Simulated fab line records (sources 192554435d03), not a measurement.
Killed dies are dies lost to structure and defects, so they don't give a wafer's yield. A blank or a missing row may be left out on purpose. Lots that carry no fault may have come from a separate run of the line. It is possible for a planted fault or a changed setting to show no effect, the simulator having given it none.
Chamber matching -- flow n5_finfet -- N5_BEOL_M10_ETCH_66 on rie_diel-04 has 4 sister chambers
The step etches SOC in N2/H2, target depth 120 nm, overetch 24 nm, time 180 s. 20 wafers are shown with their chamber, then 10 later ones without.

== EACH WAFER AND ITS CHAMBER ==
wafer,chamber,showerhead_plenum_p_Torr (Torr),drypump_motor_current_A (A),oes_product_au (a.u.)
L075.1,2,2.55,6.1,0.62
L075.4,0,2.47,5.3,0.68
L075.5,3,2.70,6.1,0.74
L078.1,3,2.70,6.0,0.73
L078.4,2,2.54,6.1,0.61
L078.6,1,2.70,5.1,0.66
L081.1,0,2.47,5.3,0.67
L081.4,2,2.54,6.1,0.62
L081.5,1,2.69,5.0,0.67
L079.4,1,2.69,5.1,0.66
L079.5,1,2.69,5.1,0.66
L079.6,2,2.54,6.1,0.62
L083.1,3,2.70,6.0,0.72
L083.4,2,2.54,6.1,0.61
L083.6,0,2.47,5.3,0.67
L084.2,3,2.69,6.0,0.71
L084.3,2,2.54,6.1,0.60
L084.5,0,2.47,5.3,0.66
L086.1,2,2.54,6.1,0.60
L086.4,0,2.46,5.3,0.66

SIGNATURES, as means of the wafers listed above
reading,chamber 0,chamber 1,chamber 2,chamber 3,scatter within a chamber
showerhead_plenum_p_Torr,2.4680,2.6925,2.5414,2.6975,0.00444
drypump_motor_current_A,5.300,5.075,6.100,6.025,0.0306
oes_product_au,0.6680,0.6625,0.6114,0.7250,0.00915
Rule: a wafer's distance from a chamber is the root of the sum, over the readings, of the square of ((its reading less the chamber's mean) divided by the reading's scatter). The wafer belongs to the nearest chamber; if the next one is less than 2 further off, it can't be placed. The scatter: the root of (the sum of the squares of (reading less its chamber's mean) over the shown wafers, divided by (wafers less chambers)).

== WAFERS WHOSE CHAMBER IS MISSING ==
wafer,showerhead_plenum_p_Torr (Torr),drypump_motor_current_A (A),oes_product_au (a.u.)
L086.5,2.46,5.3,0.66
L089.3,2.69,5.0,0.66
L089.4,2.54,6.1,0.61
L089.6,2.54,6.1,0.60
L090.1,2.53,6.1,0.60
L090.5,2.69,5.1,0.66
L090.6,2.46,5.3,0.65
L092.2,2.53,6.1,0.60
L092.4,2.69,5.1,0.66
L092.5,2.53,6.1,0.59

== EACH ONE'S CHAMBER ==
wafer,from the rows above,in truth
L086.5,0,0
L089.3,1,1
L089.4,2,2
L089.6,2,2
L090.1,2,2
L090.5,1,1
L090.6,0,0
L092.2,2,2
L092.4,1,1
L092.5,2,2
Placed correctly: 10 of 10. From these rows, 0 cannot be placed. Placed wrongly: 0.
